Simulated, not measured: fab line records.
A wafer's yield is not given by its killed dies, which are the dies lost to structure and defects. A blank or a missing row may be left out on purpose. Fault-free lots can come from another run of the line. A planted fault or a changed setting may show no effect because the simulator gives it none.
fab line records	flow n5-finfet
record lots=7	wafers=39
route steps=1938 shown FIN_SAQP@96 HKMG_FIN@449 BEOL_M3@977 BEOL_M11@1536 BEOL_M15@1827
start-h: hours from the record's opening day to when the first of the lot's shown wafers began	wait-h: how many hours have passed since the lot's step before this one	" unchanged from the row above	L1.1+2: a row that stands for several wafers	- no value, or no start given	* or withheld: withheld	< > ~ a bound
route shown NAME@n: names a module that has steps shown in the file, with the first one's number in the route	usual: mean/standard deviation taken from wafers without a fault	same: alike in all rows	chamber/n: place in a boat	sites: per-site readings	_std_site: the standard deviation of these	_edge_site: mean of outer sites minus mean of inner sites	radius-mm: for every site, how far away it sits from the centre of the wafer	mask NAME#n: copy n	behind: the last tool/chamber to shape the wafer	hold: what put the lot on hold/how long, in hours/how the hold closed	device: which transistor (n, p or np) failed to switch	end of line: tests of these same wafers at the route's end	for a step that has no rows: nothing shown but its recipe	killed: dies lost to structure and defects at the first sort, not the wafer's yield	map: dies across one wafer; x = killed, . = not, _ = none there
set.NAME: setting as actually run; set.NAME@STEP: the setting as run at that earlier step	model.NAME: the simulator's own value behind a step, which no gauge read
one table per step and one row per wafer, for lots whose settings were changed on purpose
## steps
# step N5_FIN_SAQP_HM_DEP_03
# recipe material=SiNx	target-thk-a=380	temp-c=400	precursor=SiH4/NH3/N2	pressure-torr=1.5	rf-w=300	time-s=33.6
lot.wafer	tool	chamber	start-h	wait-h	set.time-s	model.SiNx_of_FIN_SAQP_HM_DEP_03.thk-nm
L075.1	pecvd-04	1	28.84	0.2	14.88	16.81
L075.2	"	0	"	"	14.88	17.12
L075.3	"	2	"	"	14.88	16.38
L075.4	"	1	"	"	33.6	38.37
L075.5	"	2	"	"	33.6	38.62
L075.6	"	0	"	"	33.6	38
L078.1	pecvd-01	1	45.66	0.2	27.27	30.27
L078.2	"	2	"	"	33.6	36.48
L078.3	"	0	"	"	33.6	37.36
L078.4	"	0	"	"	27.27	30.6
L078.5	"	1	"	"	27.27	30.63
L078.6	"	2	"	"	33.6	36.97
L080.1	pecvd-04	0	57.96	0.2	33.6	37.17
L080.2	"	2	"	"	33.6	37.97
L080.3	"	1	"	"	33.6	37.75
L080.4	"	2	"	"	14.09	16.2
L080.5	"	0	"	"	14.09	16.05
L080.6	"	1	"	"	14.09	16.01
L084.2	pecvd-03	1	81.34	0.2	33.6	37.48
L084.4	"	1	"	"	33.6	37.69
L084.6	"	2	"	"	33.6	38.53
L088.1	pecvd-04	2	105.63	0.2	33.6	38.6
L088.2	"	1	"	"	46.92	53.12
L088.3	"	0	"	"	33.6	37.97
L088.4	"	0	"	"	46.92	53.45
L088.5	"	1	"	"	33.6	38.96
L088.6	"	2	"	"	46.92	53.69
L096.1	pecvd-01	1	153.57	0.2	33.6	38.46
L096.2	"	2	"	"	33.6	38.33
L096.3	"	0	"	"	33.6	38.45
L096.4	"	2	"	"	33.6	38.34
L096.5	"	0	"	"	33.6	39.24
L096.6	"	1	"	"	33.6	38.84
L097.1	pecvd-03	1	158.47	0.2	18.63	20.27
L097.2	"	0	"	"	33.6	37.75
L097.3	"	2	"	"	18.63	21.02
L097.4	"	2	"	"	33.6	38.57
L097.5	"	1	"	"	18.63	20.82
L097.6	"	0	"	"	33.6	37.84
# step N5_FIN_SAQP_THK_MEAS_05
# usual thk-nm=38.1/0.52
lot.wafer	tool	chamber	start-h	wait-h	set.time-s@FIN_SAQP_HM_DEP_03	thk-nm
L075.1	film-metro-01	-	28.93	0.1	14.88	16.8
L075.2	"	-	"	"	14.88	17.1
L075.3	"	-	"	"	14.88	16.4
L075.4	"	-	"	"	33.6	38.3
L075.5	"	-	"	"	33.6	38.7
L075.6	"	-	"	"	33.6	38.0
L078.1	film-metro-01	-	45.75	0.1	27.27	30.3
L078.2	"	-	"	"	33.6	36.5
L078.3	"	-	"	"	33.6	37.4
L078.4	"	-	"	"	27.27	30.6
L078.5	"	-	"	"	27.27	30.6
L078.6	"	-	"	"	33.6	37.0
L080.1	film-metro-02	-	58.05	0.1	33.6	37.2
L080.2	"	-	"	"	33.6	38.0
L080.3	"	-	"	"	33.6	37.7
L080.4	"	-	"	"	14.09	16.2
L080.5	"	-	"	"	14.09	16.0
L080.6	"	-	"	"	14.09	16.1
L084.2	film-metro-01	-	81.43	0.1	33.6	37.4
L084.4	"	-	"	"	33.6	37.6
L084.6	"	-	"	"	33.6	38.5
L088.1	film-metro-02	-	105.72	0.1	33.6	38.6
L088.2	"	-	"	"	46.92	53.1
L088.3	"	-	"	"	33.6	38.0
L088.4	"	-	"	"	46.92	53.5
L088.5	"	-	"	"	33.6	38.9
L088.6	"	-	"	"	46.92	53.7
L096.1	film-metro-01	-	153.66	0.1	33.6	38.5
L096.2	"	-	"	"	33.6	38.3
L096.3	"	-	"	"	33.6	38.5
L096.4	"	-	"	"	33.6	38.4
L096.5	"	-	"	"	33.6	39.3
L096.6	"	-	"	"	33.6	38.9
L097.1	film-metro-02	-	158.56	0.1	18.63	20.3
L097.2	"	-	"	"	33.6	37.7
L097.3	"	-	"	"	18.63	21.0
L097.4	"	-	"	"	33.6	38.6
L097.5	"	-	"	"	18.63	20.8
L097.6	"	-	"	"	33.6	37.8
# step N5_FIN_SAQP_PECVD_47
# recipe material=a-Si	target-thk-a=450	temp-c=400	precursor=SiH4/He	pressure-torr=3	rf-w=100	time-s=36.3
# step N5_FIN_SAQP_PECVD_48
# recipe material=SiNx	target-thk-a=250	temp-c=400	precursor=SiH4/NH3/N2	pressure-torr=1.5	rf-w=300	time-s=22.1
# step N5_FIN_SAQP_MANDREL2_REMOVE_60
# recipe chemistry=HBr/Cl2/O2	bt-time-s=10	target=a-Si	stop-on=SiNx	endpoint=OES-SiCl	over-etch-frac=1	icp-w=600	bias-w=22	HBr_flow_sccm=150	Cl2_flow_sccm=80	O2_flow_sccm=5	pressure-mtorr=10
# step N5_FIN_SAQP_HM_OPEN_33
# recipe chemistry=CH3F/O2	target=SiNx	mask-material=SiO2	target-depth-a=494	time-s=70.6	pressure-mtorr=30	source-w=395	bias-w=73	Ar_flow_sccm=150	CH3F_flow_sccm=30	O2_flow_sccm=20	ion-energy-ev=120	ends=cleared
# usual etch-rf-on-time-s=68.8/1.7
lot.wafer	tool	chamber	start-h	wait-h	set.time-s@FIN_SAQP_HM_DEP_03	etch-rf-on-time-s	model.etch.depth-nm
L075.1	rie-diel-03	0	33.66	0.1	14.88	30.5	16
L075.2	"	2	"	"	14.88	29.8	16.49
L075.3	"	3	"	"	14.88	28.5	15.75
L075.4	"	0	"	"	33.6	72.8	37.74
L075.5	"	3	"	"	33.6	68.1	38
L075.6	"	2	"	"	33.6	67.9	37.37
L078.1	rie-diel-01	0	50.59	0.0	27.27	55.2	29.5
L078.2	"	3	"	"	33.6	65.3	35.86
L078.3	"	1	"	"	33.6	67.5	36.55
L078.4	"	2	"	"	27.27	52.8	29.97
L078.5	"	0	"	"	27.27	55.7	29.85
L078.6	"	3	"	"	33.6	66.1	36.34
L080.1	rie-diel-01	0	63.34	0.1	33.6	68.9	36.54
L080.2	"	2	"	"	33.6	66.8	37.34
L080.3	"	1	"	"	33.6	68.6	36.93
L080.4	"	3	"	"	14.09	28.6	15.57
L080.5	"	2	"	"	14.09	27.3	15.41
L080.6	"	1	"	"	14.09	28.6	15.38
L084.2	rie-diel-06	0	85.84	0.1	33.6	67.5	36.85
L084.4	"	1	"	"	33.6	67.1	37.06
L084.6	"	0	"	"	33.6	68.5	37.71
L088.1	rie-diel-06	2	110.68	0.1	33.6	71.1	37.96
L088.2	"	3	"	"	46.92	100.4	52.49
L088.3	"	0	"	"	33.6	67.8	37.15
L088.4	"	1	"	"	46.92	96.1	52.82
L088.5	"	1	"	"	33.6	69.6	38.33
L088.6	"	2	"	"	46.92	98.9	53.06
L096.1	rie-diel-06	2	160.58	0.3	33.6	72.1	37.69
L096.2	"	0	"	"	33.6	69.2	37.52
L096.3	"	1	"	"	33.6	69.5	37.82
L096.4	"	2	"	"	33.6	72.2	37.71
L096.5	"	0	"	"	33.6	70.5	38.62
L096.6	"	1	"	"	33.6	70.4	38.22
L097.1	rie-diel-03	1	163.06	0.0	18.63	36.2	19.6
L097.2	"	3	"	"	33.6	68.6	36.98
L097.3	"	0	"	"	18.63	38.4	20.39
L097.4	"	2	"	"	33.6	69.9	37.95
L097.5	"	1	"	"	18.63	37.4	20.15
L097.6	"	2	"	"	33.6	68.7	37.07
# step N5_FIN_SAQP_ETCH_34
# recipe chemistry=C4F6/O2	target=SiO2	target-depth-a=450	time-s=15	ion-energy-ev=250	pressure-mtorr=30	source-w=345	bias-w=185	Ar_flow_sccm=300	C4F6_flow_sccm=10	O2_flow_sccm=10	ends=cleared
# step N5_FIN_SAQP_STRIP_77
# recipe chemistry=N2/H2	time-s=90	power-w=100	temp-c=40	pressure-mtorr=100	rf-frequency-hz=6e+07	bias-power-w=3	n2-flow-sccm=300	h2-flow-sccm=300
# step N5_FIN_SAQP_ETCH_64
# recipe chemistry=CF4	target=SiO2	target-depth-a=15	ion-energy-ev=350	pressure-mtorr=10	icp-w=800	bias-w=400	cf4-flow-sccm=80
# step N5_FIN_SAQP_FIN_ETCH_36
# recipe chemistry=HBr/Cl2/O2	target-depth-a=1200	mask-material=SiNx	time-s=50.4	bias-w=102	pressure-mtorr=10	icp-w=800	HBr_flow_sccm=150	Cl2_flow_sccm=80	O2_flow_sccm=12
lot.wafer	tool	chamber	start-h	wait-h	set.time-s@FIN_SAQP_HM_DEP_03	model.SiNx_of_FIN_SAQP_HM_DEP_03.thk-nm
L075.1	rie-si-06	2	33.94	0.0	14.88	0.2
L075.2	"	1	"	"	14.88	0.4
L075.3	"	0	"	"	14.88	0
L075.4	"	3	"	"	33.6	20.8
L075.5	"	2	"	"	33.6	22
L075.6	"	3	"	"	33.6	20.4
L078.1	rie-si-01	3	50.87	0.0	27.27	13.6
L078.2	"	2	"	"	33.6	19.6
L078.3	"	1	"	"	33.6	20.4
L078.4	"	1	"	"	27.27	13.8
L078.5	"	3	"	"	27.27	14
L078.6	"	2	"	"	33.6	20
L080.1	rie-si-04	3	63.63	0.0	33.6	20.2
L080.2	"	1	"	"	33.6	21.4
L080.3	"	0	"	"	33.6	21
L080.4+5+6	"	2,2,3	"	"	14.09	0
L084.2	rie-si-06	1	86.13	0.0	33.6	21
L084.4	"	2	"	"	33.6	21.2
L084.6	"	3	"	"	33.6	20.8
L088.1	rie-si-01	3	110.97	0.0	33.6	22
L088.2	"	2	"	"	46.92	36
L088.3	"	1	"	"	33.6	21
L088.4+6	"	0,2	"	"	46.92	36.6
L088.5	"	1	"	"	33.6	22.2
L096.1+2	rie-si-04	3,1	160.87	0.0	33.6	21.4
L096.3+4+6	"	0,2,3	"	"	33.6	21.6
L096.5	"	2	"	"	33.6	22.2
L097.1	rie-si-04	0	163.35	0.0	18.63	3.4
L097.2	"	1	"	"	33.6	20.6
L097.3+5	"	3,0	"	"	18.63	4
L097.4	"	2	"	"	33.6	21.4
L097.6	"	1	"	"	33.6	20.8
# step N5_HKMG_FIN_ALD_71
# recipe material=TiN	target-thk-a=10	temp-c=400	ald-precursor-family=TiCl4	ald-co-reactant=NH3	pulse-time-s=1	purge-time-s=3	co-reactant-purge-time-s=2	co-reactant-pulse-time-s=2	ald-cycles=47	pressure-torr=3
lot.wafer	tool	chamber	start-h	wait-h	set.ald-cycles	model.TiN_of_HKMG_FIN_ALD_71.thk-nm
L075.1+4+5	ald-metal-01	3,0,3	85.62	0.0	33	0.8
L075.2+3+6	"	2,1,0	"	"	47	1
L078.1+3+5	ald-metal-04	2,1,0	103.10	0.0	37	0.8
L078.2+4+6	"	3,0,3	"	"	47	1
L080.1+2+4	ald-metal-04	1,0,2	114.94	0.0	33	0.8
L080.3+5+6	"	3,3,0	"	"	47	1
L084.2+4+6	ald-metal-02	2,0,1	138.15	0.0	47	1
L088.1+2+3+4+5+6	ald-metal-02	3,2,0,0,3,2	163.28	0.0	47	1
L096.1+2+3+4+5+6	ald-metal-01	3,1,2,0,2,3	216.18	0.0	47	1
L097.1+5+6	ald-metal-01	0,0,3	221.12	0.0	33	0.6
L097.2+3+4	"	1,2,3	"	"	47	1
# step N5_BEOL_M3_VIA_ETCH_34
# recipe chemistry=C4F6/O2	target-depth-a=694	mask-material=SOC	pressure-mtorr=15	ion-energy-ev=250	taper-deg=4	time-s=65.9	source-w=350	bias-w=170	Ar_flow_sccm=300	C4F6_flow_sccm=10	O2_flow_sccm=10
lot.wafer	tool	chamber	start-h	wait-h	set.target-depth-a	model.etch.depth-nm	model.SOC_of_BEOL_M3_COAT_67.thk-nm
L075.1	rie-diel-04	0	160.60	0.0	694	70.24	51.8
L075.2	"	2	"	"	694	71.75	51.4
L075.3	"	3	"	"	694	70.06	52.2
L075.4	"	1	"	"	694	71.29	51.8
L075.5	"	2	"	"	694	71.18	51.8
L075.6	"	3	"	"	694	70.13	51.8
L078.1	rie-diel-04	3	184.56	0.0	694	69.52	52.2
L078.2	"	0	"	"	694	69.9	51.8
L078.3	"	2	"	"	476.9	48.51	54.4
L078.4	"	1	"	"	476.9	48.06	54.4
L078.5	"	1	"	"	476.9	48.28	54.4
L078.6	"	2	"	"	694	71.5	51.6
L080.1	rie-diel-04	3	191.35	0.0	694	69.25	52
L080.2	"	0	"	"	495.2	48.99	54.2
L080.3	"	2	"	"	694	70.08	52
L080.4	"	1	"	"	495.2	49.52	54
L080.5	"	3	"	"	694	69.59	51.8
L080.6	"	2	"	"	495.2	50.52	54
L084.2	rie-diel-02	2	217.24	0.0	694	68.46	51.8
L084.4	"	0	"	"	694	70.73	51.8
L084.6	"	0	"	"	694	70.34	51.8
L088.1	rie-diel-05	3	252.72	0.0	694	69.02	51.6
L088.2	"	1	"	"	694	70.64	51.6
L088.3	"	2	"	"	903	89.51	49.2
L088.4	"	0	"	"	694	67.71	52
L088.5	"	3	"	"	903	89.72	49.2
L088.6	"	0	"	"	903	88.19	49.6
L096.1	rie-diel-05	0	284.95	0.0	694	68.47	52.2
L096.2	"	2	"	"	694	68.29	52
L096.3	"	1	"	"	694	69.35	51.8
L096.4	"	3	"	"	694	69.17	51.8
L096.5	"	2	"	"	694	68.14	51.8
L096.6	"	1	"	"	694	69.62	51.8
L097.1	rie-diel-04	2	302.31	0.0	694	70.56	52
L097.2	"	0	"	"	694	69.49	51.8
L097.3	"	3	"	"	694	69.21	52.2
L097.4	"	1	"	"	694	70.23	51.6
L097.5	"	2	"	"	694	69.77	51.8
L097.6	"	1	"	"	694	69.75	52
# step N5_BEOL_M11_ILD_DEP_00
# recipe material=SiCOH_lowk	target-thk-a=3085.1	temp-c=300	precursor=DEMS/porogen	pressure-torr=5	rf-w=500	time-s=58
lot.wafer	tool	chamber	start-h	wait-h	set.target-thk-a	model.SiCOH_lowk_of_BEOL_M11_ILD_DEP_00.thk-nm
L075.1	pecvd-04	0	247.56	0.0	3085.1	299.8
L075.2	"	1	"	"	4330	419.8
L075.3	"	1	"	"	4330	430.2
L075.4	"	0	"	"	3085.1	306.8
L075.5	"	0	"	"	4330	430.6
L075.6	"	1	"	"	3085.1	298.6
L078.1	pecvd-02	0	257.90	0.0	3085.1	311.6
L078.2	"	1	"	"	3085.1	309.8
L078.3	"	2	"	"	3085.1	308
L078.4	"	1	"	"	3085.1	312
L078.5	"	2	"	"	3085.1	317.2
L078.6	"	0	"	"	3085.1	310.6
L080.1	pecvd-02	0	274.66	0.0	3085.1	309.4
L080.2	"	2	"	"	3085.1	307.4
L080.3	"	1	"	"	3085.1	303.2
L080.4	"	1	"	"	3085.1	308.8
L080.5	"	2	"	"	3085.1	311.6
L080.6	"	0	"	"	3085.1	316
L084.2	pecvd-04	1	283.93	0.0	3085.1	299.8
L084.4	"	2	"	"	3085.1	311.8
L084.6	"	1	"	"	3085.1	303.8
L088.1	pecvd-03	2	326.22	0.0	3085.1	310.6
L088.2	"	0	"	"	2615	256.4
L088.3	"	1	"	"	3085.1	307
L088.4	"	2	"	"	3085.1	312.6
L088.5	"	0	"	"	2615	262.6
L088.6	"	1	"	"	2615	262.4
L096.1	pecvd-03	0	376.08	0.0	1935	188.2
L096.2	"	2	"	"	3085.1	307
L096.3	"	1	"	"	1935	191.6
L096.4	"	1	"	"	1935	192.4
L096.5	"	0	"	"	3085.1	307.4
L096.6	"	2	"	"	3085.1	308.2
L097.1	pecvd-03	1	378.36	0.0	3085.1	305
L097.2	"	0	"	"	4710	466.2
L097.3	"	2	"	"	3085.1	304.4
L097.4	"	0	"	"	4710	469.8
L097.5	"	2	"	"	4710	475.8
L097.6	"	1	"	"	3085.1	312.8
# step N5_BEOL_M11_CURE_71
# recipe temp-c=385	time-s=240	ambient=He/Ar	material=SiCOH_lowk
lot.wafer	tool	chamber	start-h	wait-h	set.target-thk-a@BEOL_M11_ILD_DEP_00	model.SiCOH_lowk_of_BEOL_M11_ILD_DEP_00.thk-nm
L075.1	uv-cure-01	0	247.66	0.1	3085.1	260.2
L075.2	"	0	"	"	4330	367
L075.3	"	0	"	"	4330	376.2
L075.4	"	0	"	"	3085.1	266.4
L075.5	"	0	"	"	4330	376.6
L075.6	"	0	"	"	3085.1	259.2
L078.1	uv-cure-03	0	258.35	0.4	3085.1	270.6
L078.2	"	0	"	"	3085.1	269.2
L078.3	"	0	"	"	3085.1	267.6
L078.4	"	0	"	"	3085.1	271
L078.5	"	0	"	"	3085.1	275.8
L078.6	"	0	"	"	3085.1	269.8
L080.1	uv-cure-03	0	274.77	0.1	3085.1	268.8
L080.2	"	0	"	"	3085.1	267
L080.3	"	0	"	"	3085.1	263.4
L080.4	"	0	"	"	3085.1	268.2
L080.5	"	0	"	"	3085.1	270.8
L080.6	"	0	"	"	3085.1	274.6
L084.2	uv-cure-01	0	284.09	0.1	3085.1	260.2
L084.4	"	0	"	"	3085.1	270.8
L084.6	"	0	"	"	3085.1	263.8
L088.1	uv-cure-01	1	326.29	0.0	3085.1	269.8
L088.2	"	1	"	"	2615	222.2
L088.3	"	1	"	"	3085.1	266.8
L088.4	"	1	"	"	3085.1	271.6
L088.5	"	1	"	"	2615	227.6
L088.6	"	1	"	"	2615	227.2
L096.1	uv-cure-03	0	376.16	0.0	1935	162.2
L096.2	"	0	"	"	3085.1	266.8
L096.3	"	0	"	"	1935	165.2
L096.4	"	0	"	"	1935	166
L096.5	"	0	"	"	3085.1	267
L096.6	"	0	"	"	3085.1	267.6
L097.1	uv-cure-03	2	378.44	0.1	3085.1	265
L097.2	"	2	"	"	4710	408.6
L097.3	"	2	"	"	3085.1	264.4
L097.4	"	2	"	"	4710	411.8
L097.5	"	2	"	"	4710	417.2
L097.6	"	2	"	"	3085.1	271.8
# step N5_BEOL_M11_THK_MEAS_01
# recipe reads=SiCOH_lowk_of_BEOL_M11_ILD_DEP_00
# usual M11_ILD_THK=268/3.8
lot.wafer	tool	chamber	start-h	wait-h	set.target-thk-a@BEOL_M11_ILD_DEP_00	M11_ILD_THK[nm]
L075.1	film-metro-02	-	248.23	0.5	3085.1	260
L075.2	"	-	"	"	4330	367
L075.3	"	-	"	"	4330	376
L075.4	"	-	"	"	3085.1	266
L075.5	"	-	"	"	4330	377
L075.6	"	-	"	"	3085.1	259
L078.1	film-metro-02	-	258.86	0.4	3085.1	271
L078.2	"	-	"	"	3085.1	269
L078.3	"	-	"	"	3085.1	267
L078.4	"	-	"	"	3085.1	271
L078.5	"	-	"	"	3085.1	276
L078.6	"	-	"	"	3085.1	270
L080.1	film-metro-02	-	275.28	0.4	3085.1	269
L080.2	"	-	"	"	3085.1	267
L080.3	"	-	"	"	3085.1	263
L080.4	"	-	"	"	3085.1	268
L080.5	"	-	"	"	3085.1	271
L080.6	"	-	"	"	3085.1	275
L084.2	film-metro-02	-	284.52	0.4	3085.1	260
L084.4	"	-	"	"	3085.1	271
L084.6	"	-	"	"	3085.1	264
L088.1	film-metro-02	-	326.81	0.4	3085.1	270
L088.2	"	-	"	"	2615	222
L088.3	"	-	"	"	3085.1	267
L088.4	"	-	"	"	3085.1	272
L088.5	"	-	"	"	2615	227
L088.6	"	-	"	"	2615	227
L096.1	film-metro-01	-	376.67	0.4	1935	162
L096.2	"	-	"	"	3085.1	267
L096.3	"	-	"	"	1935	165
L096.4	"	-	"	"	1935	166
L096.5	"	-	"	"	3085.1	267
L096.6	"	-	"	"	3085.1	268
L097.1	film-metro-02	-	379.43	0.8	3085.1	265
L097.2	"	-	"	"	4710	409
L097.3	"	-	"	"	3085.1	265
L097.4	"	-	"	"	4710	412
L097.5	"	-	"	"	4710	417
L097.6	"	-	"	"	3085.1	272
# step N5_BEOL_M15_DEP_53
# recipe material=SiCN	target-thk-a=500	temp-c=withheld	precursor=3MS/NH3	pressure-torr=3	rf-w=675	time-s=17.8
lot.wafer	tool	chamber	start-h	wait-h	set.time-s	model.SiCN_of_BEOL_M15_DEP_53.thk-nm
L075.1	pecvd-04	1	283.53	0.0	17.8	49.4
L075.2	"	0	"	"	17.8	48.8
L075.3	"	2	"	"	17.8	50
L075.4+6	"	0,1	"	"	13.9	39.8
L075.5	"	2	"	"	13.9	40
L078.1	pecvd-02	2	287.05	0.0	26.09	72
L078.2	"	0	"	"	26.09	72.8
L078.3	"	1	"	"	26.09	71.6
L078.4+5	"	2,1	"	"	17.8	50
L078.6	"	0	"	"	17.8	50.6
L080.1	pecvd-03	2	309.21	0.0	17.8	48.8
L080.2	"	1	"	"	17.8	49.8
L080.3	"	0	"	"	17.8	49
L080.4	"	1	"	"	17.8	50.6
L080.5+6	"	0,2	"	"	17.8	50
L084.2	pecvd-02	0	320.27	0.0	17.8	50.8
L084.4	"	0	"	"	17.8	51.2
L084.6	"	1	"	"	17.8	50.6
L088.1	pecvd-03	0	368.98	0.0	17.8	49.2
L088.2	"	1	"	"	11.42	32.4
L088.3	"	2	"	"	11.42	31.6
L088.4	"	1	"	"	11.42	33.2
L088.5	"	2	"	"	17.8	50
L088.6	"	0	"	"	17.8	50.4
L096.1	pecvd-02	1	406.87	0.0	28.45	79
L096.2	"	0	"	"	28.45	79.6
L096.3	"	2	"	"	17.8	50.2
L096.4	"	1	"	"	17.8	50.6
L096.5	"	2	"	"	17.8	50.8
L096.6	"	0	"	"	28.45	80.4
L097.1	pecvd-03	2	414.19	0.0	17.8	49.8
L097.2	"	0	"	"	17.8	49.4
L097.3	"	1	"	"	17.8	50
L097.4+5	"	0,2	"	"	17.8	50.4
L097.6	"	1	"	"	17.8	50.8
## key
split step=N5_FIN_SAQP_HM_DEP_03	setting=time-s	stated=33.6	by=wafer
response step=N5_FIN_SAQP_HM_DEP_03	reading=model.SiNx_of_FIN_SAQP_HM_DEP_03.thk-nm	change=+0.379	per=1%	r=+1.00
response step=N5_FIN_SAQP_THK_MEAS_05	reading=thk-nm	change=*	per=1%	r=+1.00
response step=N5_FIN_SAQP_HM_OPEN_33	reading=etch-rf-on-time-s	change=*	per=1%	r=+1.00
response step=N5_FIN_SAQP_HM_OPEN_33	reading=model.etch.depth-nm	change=+0.379	per=1%	r=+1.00
response step=N5_FIN_SAQP_FIN_ETCH_36	reading=model.SiNx_of_FIN_SAQP_HM_DEP_03.thk-nm	change=+0.369	per=1%	r=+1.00
split step=N5_HKMG_FIN_ALD_71	setting=ald-cycles	stated=47	by=wafer
response step=N5_HKMG_FIN_ALD_71	reading=model.TiN_of_HKMG_FIN_ALD_71.thk-nm	change=+0.00902	per=1%	r=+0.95
split step=N5_BEOL_M3_VIA_ETCH_34	setting=target-depth-a	stated=694	by=wafer
response step=N5_BEOL_M3_VIA_ETCH_34	reading=model.etch.depth-nm	change=+0.689	per=1%	r=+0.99
response step=N5_BEOL_M3_VIA_ETCH_34	reading=model.SOC_of_BEOL_M3_COAT_67.thk-nm	change=-0.0786	per=1%	r=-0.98
split step=N5_BEOL_M11_ILD_DEP_00	setting=target-thk-a	stated=3085.1	by=wafer
response step=N5_BEOL_M11_ILD_DEP_00	reading=model.SiCOH_lowk_of_BEOL_M11_ILD_DEP_00.thk-nm	change=+3.11	per=1%	r=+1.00
response step=N5_BEOL_M11_CURE_71	reading=model.SiCOH_lowk_of_BEOL_M11_ILD_DEP_00.thk-nm	change=+2.76	per=1%	r=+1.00
response step=N5_BEOL_M11_THK_MEAS_01	reading=M11_ILD_THK	change=+2.76	per=1%	r=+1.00
split step=N5_BEOL_M15_DEP_53	setting=time-s	stated=17.8	by=wafer
response step=N5_BEOL_M15_DEP_53	reading=model.SiCN_of_BEOL_M15_DEP_53.thk-nm	change=+0.479	per=1%	r=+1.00
